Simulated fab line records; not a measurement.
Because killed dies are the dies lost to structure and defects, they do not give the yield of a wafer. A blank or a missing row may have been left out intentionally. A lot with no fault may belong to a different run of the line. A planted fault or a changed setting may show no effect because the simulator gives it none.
fab line records ; flow n5-finfet
[record] lots = 6; wafers = 17; last-day = 18
route steps=1938 shown BEOL_M6@1261 BEOL_M7@1263 PASSIVATION@1936
lots with no fault: from the same line, run without faults
start-h: the number of hours between the record's first day and the start of the first shown wafer of the lot ; wait-h: hours from the lot's prior step to this one ; " repeats the value in the row above ; L1.1+2: several wafers, shown together as one row ; - no value, or no start given ; * or withheld: withheld ; < > ~ a bound
route shown NAME@n: NAME is a module with steps in the file, n the number in the route of the first one ; usual: average and standard deviation across the fault-free wafers ; same: alike in all rows ; chamber/n: place in a boat ; sites: the reading at each site ; _std_site: standard deviation across them ; _edge_site: the outer-site mean with the inner-site mean subtracted ; radius-mm: how far each site lies from the wafer's centre ; mask NAME#n: copy n ; behind: tool/chamber where the wafer was last shaped ; hold: why the lot went on hold/how many hours it stayed there/how the hold came to an end ; device: whichever transistor did not switch (one of n, p or np) ; end of line: the same wafers' tests at the end of the route ; step lacking rows: just its recipe ; killed: at the first sort, the dies lost to defects and structure; wafer yield is something else ; map: per-die view of a wafer (x killed, . not killed, _ where there is no die)
set.NAME: the run value of the setting; set.NAME@STEP: its run value at that earlier step ; model.NAME: the simulator's own value behind a step, which no gauge read
lots seen at some steps along the route; tables by step, rows by wafer
services: from which hour (start-h, from the record's first day; less than 0 if before it) a tool's chamber was out of use, for how many hours, and why
[[steps]]
[step N5_BEOL_M6_RS_MEAS_57]
[recipe] thk-meas-gauge = four-point-probe; reads = Cu_of_BEOL_M6_ECD_50+Co_of_BEOL_M6_CVD_78+TaN_of_BEOL_M6_ALD_77
[usual] M6_RS = 0.285/0.0083
lot.wafer;tool;chamber;start-h;wait-h;M6_RS[ohm/sq]
L631.1;film-metro-01;-;240.97;0.1;0.282
L631.3;film-metro-01;-;240.97;0.1;0.277
L631.6;film-metro-01;-;240.97;0.1;0.275
L629.2;film-metro-02;-;244.99;0.1;0.289
L629.3;film-metro-02;-;244.99;0.1;0.301
L629.6;film-metro-02;-;244.99;0.1;0.279
L636.1;film-metro-02;-;301.82;0.1;0.275
L636.2;film-metro-02;-;301.82;0.1;0.275
L636.6;film-metro-02;-;301.82;0.1;0.288
L637.4;film-metro-02;-;302.59;0.0;0.288
L637.5;film-metro-02;-;302.59;0.0;0.284
L640.2;film-metro-01;-;318.43;0.1;0.279
L640.3;film-metro-01;-;318.43;0.1;0.279
L640.6;film-metro-01;-;318.43;0.1;0.280
L644.1;film-metro-01;-;328.60;0.1;0.274
L644.2;film-metro-01;-;328.60;0.1;0.291
L644.3;film-metro-01;-;328.60;0.1;0.273
[step N5_BEOL_M6_INSPECT_58]
[recipe] inspect-instrument = darkfield; mode = post-dep
[usual] raw-defect-count = 71/22
lot.wafer;tool;chamber;start-h;wait-h;raw-defect-count
L631.1;defect-inspect-02;-;240.99;0.0;73
L631.3;defect-inspect-02;-;240.99;0.0;65
L631.6;defect-inspect-02;-;240.99;0.0;66
L629.2;defect-inspect-01;-;245.01;0.0;81
L629.3;defect-inspect-01;-;245.01;0.0;72
L629.6;defect-inspect-01;-;245.01;0.0;46
L636.1;defect-inspect-01;-;301.85;0.0;41
L636.2;defect-inspect-01;-;301.85;0.0;55
L636.6;defect-inspect-01;-;301.85;0.0;31
L637.4;defect-inspect-02;-;302.61;0.0;47
L637.5;defect-inspect-02;-;302.61;0.0;51
L640.2;defect-inspect-02;-;318.46;0.0;66
L640.3;defect-inspect-02;-;318.46;0.0;41
L640.6;defect-inspect-02;-;318.46;0.0;59
L644.1;defect-inspect-01;-;328.62;0.0;70
L644.2;defect-inspect-01;-;328.62;0.0;61
L644.3;defect-inspect-01;-;328.62;0.0;44
[step N5_BEOL_M7_ILD_DEP_00]
[recipe] material = SiCOH_lowk; target-thk-a = 1797.5; temp-c = 300; precursor = DEMS/porogen; pressure-torr = 5; rf-w = 500; time-s = 33.4
[step N5_BEOL_M7_CURE_74]
[recipe] temp-c = 385; time-s = 240; ambient = He/Ar; material = SiCOH_lowk
[usual] lamp-power-pct = 52.30/0.055; wafer_temp_C_max = 387.0/0.54
[same] time-s = 240
lot.wafer;tool;chamber;start-h;wait-h;lamp-power-pct;wafer_temp_C_max
L631.1;uv-cure-01;0;242.17;1.1;52.31;386.9
L631.3;uv-cure-01;0;242.17;1.1;52.28;387.0
L631.6;uv-cure-01;0;242.17;1.1;52.25;387.4
L629.2;uv-cure-03;2;245.28;0.2;52.37;387.6
L629.3;uv-cure-03;2;245.28;0.2;52.31;387.6
L629.6;uv-cure-03;2;245.28;0.2;52.32;387.4
L636.1;uv-cure-01;2;301.95;0.0;52.27;386.7
L636.2;uv-cure-01;2;301.95;0.0;52.27;386.9
L636.6;uv-cure-01;2;301.95;0.0;52.18;386.7
L637.4;uv-cure-03;0;303.05;0.4;52.30;386.4
L637.5;uv-cure-03;0;303.05;0.4;52.27;386.4
L640.2;uv-cure-03;1;318.64;0.1;52.25;387.4
L640.3;uv-cure-03;1;318.64;0.1;52.22;387.9
L640.6;uv-cure-03;1;318.64;0.1;52.32;387.4
L644.1;uv-cure-03;0;329.18;0.5;52.29;386.7
L644.2;uv-cure-03;0;329.18;0.5;52.22;386.2
L644.3;uv-cure-03;0;329.18;0.5;52.29;386.6
[step N5_BEOL_M7_THK_MEAS_01]
[recipe] reads = SiCOH_lowk_of_BEOL_M7_ILD_DEP_00
[usual] M7_ILD_THK = 155.0/2.2
lot.wafer;tool;chamber;start-h;wait-h;M7_ILD_THK[nm]
L631.1;film-metro-02;-;242.69;0.4;155.8
L631.3;film-metro-02;-;242.69;0.4;153.9
L631.6;film-metro-02;-;242.69;0.4;154.4
L629.2;film-metro-01;-;246.11;0.7;150.5
L629.3;film-metro-01;-;246.11;0.7;150.2
L629.6;film-metro-01;-;246.11;0.7;154.8
L636.1;film-metro-01;-;302.94;0.8;155.8
L636.2;film-metro-01;-;302.94;0.8;154.9
L636.6;film-metro-01;-;302.94;0.8;156.8
L637.4;film-metro-02;-;303.32;0.2;157.1
L637.5;film-metro-02;-;303.32;0.2;155.7
L640.2;film-metro-02;-;319.07;0.4;155.4
L640.3;film-metro-02;-;319.07;0.4;153.6
L640.6;film-metro-02;-;319.07;0.4;156.0
L644.1;film-metro-01;-;329.69;0.4;151.2
L644.2;film-metro-01;-;329.69;0.4;153.2
L644.3;film-metro-01;-;329.69;0.4;153.1
[step N5_BEOL_M7_PECVD_70]
[recipe] material = SiO2; target-thk-a = 200; temp-c = 400; precursor = TEOS/O2; pressure-torr = 5.5; rf-w = 450; teos-flow-sccm = 53.8; gas = O2; flow-sccm = 3000; time-s = 22.7
[usual] heater-power-w = 737/110; showerhead-plenum-p-Torr = 8.77/0.074; throttle-valve-pct = 22.2/0.65
[same] time-s = 22.7
lot.wafer;tool;chamber;start-h;wait-h;heater-power-w;showerhead-plenum-p-Torr;throttle-valve-pct
L631.1;pecvd-01;1;242.72;0.0;687;8.75;23.4
L631.3;pecvd-01;0;242.72;0.0;654;8.64;22.2
L631.6;pecvd-01;2;242.72;0.0;670;8.67;21.3
L629.2;pecvd-04;1;246.15;0.0;836;8.67;21.3
L629.3;pecvd-04;2;246.15;0.0;694;8.80;21.7
L629.6;pecvd-04;0;246.15;0.0;900;8.86;22.6
L636.1;pecvd-04;1;302.98;0.0;832;8.68;21.6
L636.2;pecvd-04;0;302.98;0.0;946;8.85;22.8
L636.6;pecvd-04;1;302.98;0.0;808;8.67;21.3
L637.4;pecvd-02;2;303.38;0.1;695;8.82;22.1
L637.5;pecvd-02;1;303.38;0.1;813;8.76;22.9
L640.2;pecvd-01;0;319.11;0.0;611;8.66;22.6
L640.3;pecvd-01;1;319.11;0.0;702;8.73;23.2
L640.6;pecvd-01;1;319.11;0.0;678;8.77;23.3
L644.1;pecvd-04;1;329.73;0.0;708;8.69;21.4
L644.2;pecvd-04;0;329.73;0.0;990;8.85;22.5
L644.3;pecvd-04;2;329.73;0.0;736;8.83;22.0
[step N5_BEOL_M7_HM_DEP_02]
[recipe] material = TiN; target-thk-a = 200; temp-c = 25; chamber-pressure-pa = 0.49996
[usual] throttle-valve-pct = 30.1/1.5
lot.wafer;tool;chamber;start-h;wait-h;throttle-valve-pct
L631.1;pvd-sputter-01;-;242.93;0.2;30.7
L631.3;pvd-sputter-01;-;242.93;0.2;31.1
L631.6;pvd-sputter-01;-;242.93;0.2;30.6
L629.2;pvd-sputter-01;-;247.36;1.2;30.8
L629.3;pvd-sputter-01;-;247.36;1.2;28.9
L629.6;pvd-sputter-01;-;247.36;1.2;28.7
L636.1;pvd-sputter-02;-;304.33;1.3;29.5
L636.2;pvd-sputter-02;-;304.33;1.3;30.5
L636.6;pvd-sputter-02;-;304.33;1.3;30.6
L637.4;pvd-sputter-02;-;304.43;1.0;30.3
L637.5;pvd-sputter-02;-;304.43;1.0;29.4
L640.2;pvd-sputter-03;-;319.82;0.7;30.1
L640.3;pvd-sputter-03;-;319.82;0.7;27.4
L640.6;pvd-sputter-03;-;319.82;0.7;27.5
L644.1;pvd-sputter-03;-;330.96;1.2;27.3
L644.2;pvd-sputter-03;-;330.96;1.2;29.4
L644.3;pvd-sputter-03;-;330.96;1.2;30.2
[step N5_BEOL_M7_COAT_59]
[recipe] resist = SOC; temp-c = 250; time-s = 60; spin-rpm = 1500; resist-thk-nm = 100
[step N5_BEOL_M7_COAT_60]
[recipe] resist = SiARC; temp-c = 220; time-s = 60; spin-rpm = 1500; resist-thk-nm = 35
[step N5_BEOL_M7_COAT_05]
[recipe] resist = CAR-ArF; spin-rpm = 1500; resist-thk-nm = 90
[step N5_BEOL_M7_EBR_07]
[recipe] solvent = PGMEA; ebr-width-mm = 1.5
[step N5_BEOL_M7_SOFTBAKE_06]
[recipe] temp-c = 110; time-s = 60; resist = CAR-ArF
[step N5_BEOL_M7_EXPOSE_08]
[recipe] mask-id = M7; na = 1.35; source-shape = dipole; sigma-inner = 0.817; sigma-outer = 0.97; polarization = te; dose-mj = 68.25
[usual] exposure-dose-mJ-cm2 = 68.19/0.066
[same] dipole-opening-deg = 35
lot.wafer;tool;chamber;start-h;wait-h;mask;exposure-dose-mJ-cm2
L631.1;arfi-scanner-02;0;243.17;-;M7#0;68.13
L631.3;arfi-scanner-02;0;243.17;-;M7#0;68.21
L631.6;arfi-scanner-02;0;243.17;-;M7#0;68.15
L629.2;arfi-scanner-03;0;247.61;-;M7#0;68.24
L629.3;arfi-scanner-03;0;247.61;-;M7#0;68.28
L629.6;arfi-scanner-03;0;247.61;-;M7#0;68.23
L636.1;arfi-scanner-02;0;304.70;-;M7#0;66.24
L636.2;arfi-scanner-02;0;304.70;-;M7#0;66.28
L636.6;arfi-scanner-02;0;304.70;-;M7#0;66.33
L637.4;arfi-scanner-03;0;304.89;-;M7#0;68.18
L637.5;arfi-scanner-03;0;304.89;-;M7#0;68.22
L640.2;arfi-scanner-02;0;320.19;-;M7#0;66.53
L640.3;arfi-scanner-02;0;320.19;-;M7#0;66.59
L640.6;arfi-scanner-02;0;320.19;-;M7#0;66.57
L644.1;arfi-scanner-03;0;331.20;-;M7#0;68.12
L644.2;arfi-scanner-03;0;331.20;-;M7#0;68.25
L644.3;arfi-scanner-03;0;331.20;-;M7#0;68.20
[step N5_BEOL_M7_PEB_09]
[recipe] peb-temp-c = withheld; peb-time-s = 60; resist = CAR-ArF
[step N5_BEOL_M7_DEVELOP_10]
[recipe] develop-time-s = 30; developer = TMAH; resist = CAR-ArF; rinse-liquid = diw; dry = air-spin; dev-temp-c = 23
[step N5_BEOL_M7_CD_MEAS_11]
[recipe] target-cd-nm = 38.5; landing-energy-ev = 500; detector = se-inlens; polarity = opening
[usual] cd-nm = 38.7/0.58
lot.wafer;tool;chamber;start-h;wait-h;cd-nm
L631.1;cd-sem-03;0;243.30;-;39.2
L631.3;cd-sem-03;0;243.30;-;39.3
L631.6;cd-sem-03;0;243.30;-;38.8
L629.2;cd-sem-01;0;247.74;-;39.0
L629.3;cd-sem-01;0;247.74;-;38.9
L629.6;cd-sem-01;0;247.74;-;39.3
L636.1;cd-sem-01;0;304.83;-;38.2
L636.2;cd-sem-01;0;304.83;-;38.6
L636.6;cd-sem-01;0;304.83;-;38.0
L637.4;cd-sem-01;0;305.00;-;39.2
L637.5;cd-sem-01;0;305.00;-;39.1
L640.2;cd-sem-02;0;320.32;-;38.1
L640.3;cd-sem-02;0;320.32;-;38.6
L640.6;cd-sem-02;0;320.32;-;38.3
L644.1;cd-sem-02;0;331.33;-;38.0
L644.2;cd-sem-02;0;331.33;-;38.7
L644.3;cd-sem-02;0;331.33;-;38.6
[step N5_BEOL_M7_OVL_MEAS_12]
[recipe] points-per-wafer = 44
[usual] M7_OVL = 0.4/0.87
lot.wafer;tool;chamber;start-h;wait-h;M7_OVL[nm]
L631.1;overlay-01;0;243.33;0.0;-1.2
L631.3;overlay-01;0;243.33;0.0;-1.2
L631.6;overlay-01;0;243.33;0.0;-0.1
L629.2;overlay-02;0;247.77;0.0;1.2
L629.3;overlay-02;0;247.77;0.0;0.5
L629.6;overlay-02;0;247.77;0.0;-0.3
L636.1;overlay-02;0;304.86;0.0;-1.5
L636.2;overlay-02;0;304.86;0.0;-0.8
L636.6;overlay-02;0;304.86;0.0;-0.7
L637.4;overlay-01;0;305.03;0.0;-0.7
L637.5;overlay-01;0;305.03;0.0;0.5
L640.2;overlay-02;0;320.35;0.0;-0.8
L640.3;overlay-02;0;320.35;0.0;-0.1
L640.6;overlay-02;0;320.35;0.0;-1.1
L644.1;overlay-02;0;331.36;0.0;1.2
L644.2;overlay-02;0;331.36;0.0;2.4
L644.3;overlay-02;0;331.36;0.0;1.4
[step N5_BEOL_M7_INSPECT_13]
[recipe] mode = adi; inspect-instrument = brightfield
[usual] raw-defect-count = 415/82
lot.wafer;tool;chamber;start-h;wait-h;raw-defect-count
L631.1;defect-inspect-02;-;243.36;0.0;519
L631.3;defect-inspect-02;-;243.36;0.0;427
L631.6;defect-inspect-02;-;243.36;0.0;403
L629.2;defect-inspect-01;-;247.79;0.0;522
L629.3;defect-inspect-01;-;247.79;0.0;374
L629.6;defect-inspect-01;-;247.79;0.0;358
L636.1;defect-inspect-01;-;304.88;0.0;372
L636.2;defect-inspect-01;-;304.88;0.0;349
L636.6;defect-inspect-01;-;304.88;0.0;342
L637.4;defect-inspect-02;-;305.05;0.0;427
L637.5;defect-inspect-02;-;305.05;0.0;364
L640.2;defect-inspect-01;-;320.37;0.0;518
L640.3;defect-inspect-01;-;320.37;0.0;416
L640.6;defect-inspect-01;-;320.37;0.0;403
L644.1;defect-inspect-01;-;331.38;0.0;552
L644.2;defect-inspect-01;-;331.38;0.0;323
L644.3;defect-inspect-01;-;331.38;0.0;294
[step N5_BEOL_M7_DESCUM_16]
[recipe] chemistry = O2; time-s = 7.9; source-power-w = 50; bias-power-w = 20; pressure-mtorr = 20; rf-frequency-hz = 2.712e+07; temp-c = 40; resist = CAR-ArF; o2-flow-sccm = 225
[usual] drypump-motor-current-A = 5.63/0.28; oes-product-au = 0.81/0.1; rf-vpp-V = 243.1/1.3; showerhead-plenum-p-Torr = 2.09/0.069; throttle-valve-pct = 20.35/0.27
[same] time-s = 7.9
lot.wafer;tool;chamber;start-h;wait-h;drypump-motor-current-A;oes-product-au;rf-hours-counter-h;rf-vpp-V;showerhead-plenum-p-Torr;throttle-valve-pct
L631.1;rie-diel-04;0;243.39;0.0;5.68;0.71;201;242.9;2.07;20.84
L631.3;rie-diel-04;3;243.39;0.0;5.48;0.69;234;241.0;1.98;20.79
L631.6;rie-diel-04;0;243.39;0.0;5.71;0.71;-;242.6;2.07;20.85
L629.2;rie-diel-02;2;247.82;0.0;5.73;0.94;6;244.6;2.13;20.03
L629.3;rie-diel-02;0;247.82;0.0;5.28;0.71;201;240.8;1.99;20.51
L629.6;rie-diel-02;3;247.82;0.0;5.49;0.92;-;241.3;2.04;20.40
L636.1;rie-diel-05;1;304.92;0.0;5.10;0.81;70;244.0;2.12;20.29
L636.2;rie-diel-05;2;304.92;0.0;5.85;0.71;187;241.5;2.07;20.23
L636.6;rie-diel-05;2;304.92;0.0;5.84;0.71;-;244.6;2.07;20.23
L637.4;rie-diel-04;2;305.23;0.2;5.76;0.91;-;243.2;2.04;20.00
L637.5;rie-diel-04;0;305.23;0.2;5.69;0.70;-;243.1;2.07;20.90
L640.2;rie-diel-02;0;320.40;0.0;5.29;0.69;227;241.5;1.98;20.55
L640.3;rie-diel-02;1;320.40;0.0;5.80;0.89;17;244.6;2.15;20.10
L640.6;rie-diel-02;0;320.40;0.0;5.30;0.69;-;241.5;1.98;20.55
L644.1;rie-diel-04;3;331.60;0.2;5.49;0.98;3;246.0;2.24;20.56
L644.2;rie-diel-04;0;331.60;0.2;5.71;0.68;230;242.6;2.06;20.91
L644.3;rie-diel-04;1;331.60;0.2;5.91;0.70;216;243.9;2.14;20.30
[step N5_BEOL_M7_ETCH_61]
[recipe] chemistry = CF4; target = SiARC; target-depth-a = 455; mask-material = CAR-ArF; time-s = 75.8; ion-energy-ev = 80; pressure-mtorr = 40; source-w = 545; bias-w = 36; Ar_flow_sccm = 100; cf4-flow-sccm = 100; ends = cleared
[usual] bias-w = 36.01/0.11; drypump-motor-current-A = 5.63/0.29; etch-rf-on-time-s = 77.0/2; oes-product-au = 0.69/0.091; rf-vpp-V = 184.1/1.3; showerhead-plenum-p-Torr = 2.14/0.069; throttle-valve-pct = 15.56/0.27
lot.wafer;tool;chamber;start-h;wait-h;bias-w;drypump-motor-current-A;etch-rf-on-time-s;oes-product-au;rf-hours-counter-h;rf-vpp-V;showerhead-plenum-p-Torr;throttle-valve-pct;model.BEOL_M7.cd-offset-nm
L631.1;rie-diel-04;0;243.43;0.0;35.95;5.69;82.5;0.59;201;184.4;2.12;15.99;0.6
L631.3;rie-diel-04;3;243.43;0.0;36.17;5.49;76.3;0.60;234;182.5;2.03;15.99;0.8
L631.6;rie-diel-04;0;243.43;0.0;36.01;5.70;82.5;0.59;-;184.5;2.12;15.98;1
L629.2;rie-diel-02;2;247.86;0.0;35.97;5.66;76.1;0.81;6;184.8;2.19;15.20;0
L629.3;rie-diel-02;0;247.86;0.0;35.97;5.29;79.0;0.60;201;181.0;2.04;15.77;0.4
L629.6;rie-diel-02;3;247.86;0.0;36.14;5.46;74.8;0.78;-;182.7;2.09;15.55;1.2
L636.1;rie-diel-05;1;304.95;0.0;35.96;5.12;74.7;0.70;70;184.9;2.18;15.47;-0.2
L636.2;rie-diel-05;2;304.95;0.0;36.16;5.88;74.9;0.61;187;183.9;2.12;15.49;0
L636.6;rie-diel-05;2;304.95;0.0;36.06;5.88;74.8;0.61;-;183.9;2.12;15.49;-0.2
L637.4;rie-diel-04;2;305.27;0.0;35.94;5.80;76.0;0.76;-;182.5;2.11;15.27;0.4
L637.5;rie-diel-04;0;305.27;0.0;35.97;5.70;82.8;0.57;-;183.2;2.11;16.00;0.6
L640.2;rie-diel-02;0;320.44;0.0;36.12;5.29;78.1;0.59;227;182.7;2.03;15.83;-0.2
L640.3;rie-diel-02;1;320.44;0.0;36.08;5.83;77.7;0.77;17;186.3;2.18;15.16;0.6
L640.6;rie-diel-02;0;320.44;0.0;36.19;5.30;78.6;0.59;-;182.5;2.03;15.84;0
L644.1;rie-diel-04;3;331.63;0.0;35.89;5.49;74.6;0.84;3;185.8;2.27;15.57;-0.4
L644.2;rie-diel-04;0;331.63;0.0;35.75;5.67;80.9;0.58;230;185.7;2.11;16.04;0.4
L644.3;rie-diel-04;1;331.63;0.0;36.07;5.94;77.9;0.58;216;184.2;2.21;15.67;0.6
[step N5_BEOL_M7_ETCH_62]
[recipe] chemistry = N2/H2; target = SOC; target-depth-a = 1100; overetch-a = 220; mask-material = SiARC; temp-c = 40; time-s = 165; ion-energy-ev = 200; pressure-mtorr = 30; source-w = 840; bias-w = 150; n2-flow-sccm = 200; h2-flow-sccm = 200
[usual] bias-w = 150.0/0.44; drypump-motor-current-A = 5.64/0.28; oes-product-au = 0.68/0.085; rf-vpp-V = 523.9/2.6; showerhead-plenum-p-Torr = 2.54/0.089; throttle-valve-pct = 17.79/0.22
[same] time-s = 165
lot.wafer;tool;chamber;start-h;wait-h;bias-w;drypump-motor-current-A;oes-product-au;rf-hours-counter-h;rf-vpp-V;showerhead-plenum-p-Torr;throttle-valve-pct
L631.1;rie-diel-04;0;243.48;0.0;150.5;5.68;0.61;201;522.1;2.51;18.07
L631.3;rie-diel-04;3;243.48;0.0;150.5;5.50;0.58;235;520.1;2.41;18.20
L631.6;rie-diel-04;0;243.48;0.0;149.6;5.69;0.61;-;522.4;2.51;18.07
L629.2;rie-diel-02;2;247.91;0.0;149.9;5.68;0.81;6;524.8;2.62;17.62
L629.3;rie-diel-02;0;247.91;0.0;149.4;5.29;0.61;201;519.7;2.43;17.93
L629.6;rie-diel-02;3;247.91;0.0;149.8;5.49;0.77;-;521.4;2.49;17.81
L636.1;rie-diel-05;1;305.01;0.0;149.9;5.14;0.68;70;527.4;2.57;17.63
L636.2;rie-diel-05;2;305.01;0.0;149.2;5.89;0.61;187;522.3;2.52;17.60
L636.6;rie-diel-05;2;305.01;0.0;150.0;5.87;0.61;-;523.7;2.52;17.58
L637.4;rie-diel-04;2;305.37;0.1;149.5;5.78;0.75;-;522.1;2.51;17.59
L637.5;rie-diel-04;0;305.37;0.1;149.9;5.70;0.59;-;523.7;2.50;18.09
L640.2;rie-diel-02;0;320.49;0.0;150.5;5.32;0.60;227;519.6;2.42;17.98
L640.3;rie-diel-02;1;320.49;0.0;149.8;5.83;0.77;17;526.8;2.61;17.44
L640.6;rie-diel-02;0;320.49;0.0;150.7;5.30;0.59;-;520.4;2.42;17.98
L644.1;rie-diel-04;3;331.69;0.0;149.9;5.49;0.82;3;529.2;2.72;17.85
L644.2;rie-diel-04;0;331.69;0.0;149.9;5.67;0.59;230;522.3;2.50;18.13
L644.3;rie-diel-04;1;331.69;0.0;149.6;5.95;0.58;216;526.2;2.64;17.95
[step N5_BEOL_M7_STRIP_68]
[recipe] chemistry = N2/H2; temp-c = 40; n2-flow-sccm = 200; h2-flow-sccm = 200; rf-frequency-hz = 6e+07
[step N5_BEOL_M7_STRIP_67]
[recipe] chemistry = CF4; resist = SiARC; power-w = 300; bias-power-w = 75; pressure-mtorr = 50; cf4-flow-sccm = 150; rf-frequency-hz = 6e+07
[step N5_BEOL_M7_HM_OPEN_17]
[recipe] chemistry = Cl2/BCl3; target-depth-a = 200; overetch-a = 60; target = TiN; mask-material = SOC; ion-energy-ev = 150; pressure-mtorr = 10; icp-w = 1000; bias-w = 126; Cl2_flow_sccm = 53.25; bcl3-flow-sccm = 21.75; Ar_flow_sccm = 25
[usual] bias-w = 125.9/0.4; drypump-motor-current-A = 5.8/0.45; oes-product-au = 0.70/0.062; throttle-valve-pct = 22.17/0.22
lot.wafer;tool;chamber;start-h;wait-h;bias-w;drypump-motor-current-A;oes-product-au;rf-hours-counter-h;throttle-valve-pct;model.BEOL_M7.cd-offset-nm
L631.1;rie-metal-03;0;243.67;0.0;126.5;5.7;0.77;10;22.03;0.2
L631.3;rie-metal-03;1;243.67;0.0;125.4;5.8;0.75;-;21.91;1
L631.6;rie-metal-03;0;243.67;0.0;126.7;5.7;0.77;-;22.04;0.6
L629.2;rie-metal-03;1;248.10;0.0;125.9;5.8;0.75;12;21.91;0
L629.3;rie-metal-03;1;248.10;0.0;125.8;5.8;0.75;-;21.92;0.4
L629.6;rie-metal-03;0;248.10;0.0;126.3;5.7;0.76;-;22.04;1.4
L636.1;rie-metal-03;0;305.20;0.0;125.7;5.7;0.76;14;22.03;0.2
L636.2;rie-metal-03;1;305.20;0.0;125.4;5.8;0.74;15;21.91;0
L636.6;rie-metal-03;1;305.20;0.0;125.8;5.8;0.74;-;21.92;-0.2
L637.4;rie-metal-02;1;305.52;0.1;125.4;6.4;0.74;-;22.16;0.6
L637.5;rie-metal-02;1;305.52;0.1;125.8;6.4;0.75;-;22.17;0.4
L640.2;rie-metal-01;1;320.68;0.0;125.9;6.2;0.58;78;22.63;-0.4
L640.3;rie-metal-01;1;320.68;0.0;126.4;6.2;0.59;-;22.63;0.6
L640.6;rie-metal-01;0;320.68;0.0;126.4;5.7;0.62;-;22.08;-0.2
L644.1;rie-metal-02;0;331.87;0.0;127.0;5.1;0.69;22;22.35;-0.6
L644.2;rie-metal-02;1;331.87;0.0;126.5;6.4;0.73;23;22.20;0
L644.3;rie-metal-02;0;331.87;0.0;125.9;5.1;0.68;-;22.36;0.2
[step N5_BEOL_M7_STRIP_19]
[recipe] chemistry = O2; power-w = 400; temp-c = 40; pressure-mtorr = 30; rf-frequency-hz = 6e+07; bias-power-w = 0; overash-fraction = 0.2; o2-flow-sccm = 225
[step N5_PASSIVATION_PROBE_49]
[usual] defect-limited-yield = 91.2/1.6; killed_at_M0_to_M3 = 35/11; killed_at_M4_up = 14/5.4; killed-at-contacts = 13/6; killed-at-front-end = 38/11; killed-at-other = 3.4/2.6; killed-dies = 104/19; killed-open = 68/13; killed-short = 34/8.5; sort_bin_5_function = 5.1/1; sort_bin_6_memory = 3.3/0.72; sort-n-pass = 1075/22; sort-yield-pct = 91.1/1.9
[same] gross-dies = 1180; killed-at-back-side = 0; sort_bin_4_leakage[%] = 0; sort_bin_8_speed[%] = 0
lot.wafer;tool;chamber;start-h;wait-h;defect-limited-yield[%];killed_at_M0_to_M3;killed_at_M4_up;killed-at-contacts;killed-at-front-end;killed-at-other;killed-dies;killed-open;killed-short;sort_bin_5_function[%];sort_bin_6_memory[%];sort-n-pass;sort-yield-pct[%]
L637.4;prober-01;-;393.20;0.2;93.4;19;9;16;32;2;78;51;25;4.3;2.0;1102;93.4
// killed by level:class
L637.4 MOL_CONTACT_COAG:geometric-particle:open=11 FIN_SAQP:geometric-particle:open=7 BEOL_M4:geometric-particle:open=6 MOL_CONTACT_COAG:geometric-particle:short=5 BEOL_M3:geometric-particle:open=5 STI_FIN_REVEAL:geometric-particle:open=4 STARTING-WAFER:geometric-particle:short=4 GATE_CUT:geometric-particle:short=3
[[services]]
tool;chamber;start-h;hours;kind
arfi-scanner-03;-;224.61;1.0;pm
rie-diel-02;1;228.55;-;clean
rie-diel-02;1;228.55;-;consumable-replace:focus-ring
rie-diel-02;1;228.55;24.3;scheduled-down
rie-diel-02;1;228.55;24.3;vent-cycle
rie-metal-02;-;235.86;2.8;pm
pvd-sputter-03;-;239.40;1.2;repair
rie-diel-04;2;240.24;10.5;repair
rie-metal-01;-;242.61;0.2;repair
arfi-scanner-03;-;248.90;1.3;pm
arfi-scanner-03;-;250.32;1.7;repair
arfi-scanner-02;-;252.64;1.3;pm
rie-diel-02;-;257.01;2.8;pm
rie-diel-02;3;261.30;17.6;repair
pecvd-02;1;295.80;5.9;repair
rie-diel-04;3;301.26;-;clean
rie-diel-04;3;301.26;-;consumable-replace:focus-ring
rie-diel-04;3;301.26;-;consumable-replace:showerhead
rie-diel-02;1;307.24;11.4;repair
pecvd-04;0;308.86;2.1;scheduled-down
arfi-scanner-03;-;321.22;1.0;pm
uv-cure-01;-;324.70;12.8;repair
uv-cure-03;-;325.06;2.2;repair
rie-diel-05;-;330.98;14.6;pm
[[key]]
[first-sign] step = N5_BEOL_M7_EXPOSE_08; reading = exposure-dose-mJ-cm2; direction = down; sigmas = 27; usual = 68.19; struck = 66.42
effect none on later readings
[model-effect] step = N5_BEOL_M7_ETCH_61; value = BEOL_M7.cd-offset-nm; without = 1.2; struck = 9.252e-18
[model-effect] step = N5_BEOL_M7_HM_OPEN_17; value = BEOL_M7.cd-offset-nm; without = 1.267; struck = 9.252e-18
met-at N5_BEOL_M7_EXPOSE_08
struck-wafers L636.1,L636.2,L636.6,L640.2,L640.3,L640.6
[loop-trim] step = N5_BEOL_M7_EXPOSE_08; setting = dose; lots = L640
onset-between 243.17 304.70
[fault] kind = process-parameter-drift; tool = arfi-scanner-02; chamber = -; onset-h = 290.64; steps = N5_BEOL_M7_EXPOSE_08; channel = dose-mj; offset = -1.9468; shape = step; acts-in = these-recipes-only; stated = 68.25
// loop-trim: a control loop set the setting to another value than it would have without faults
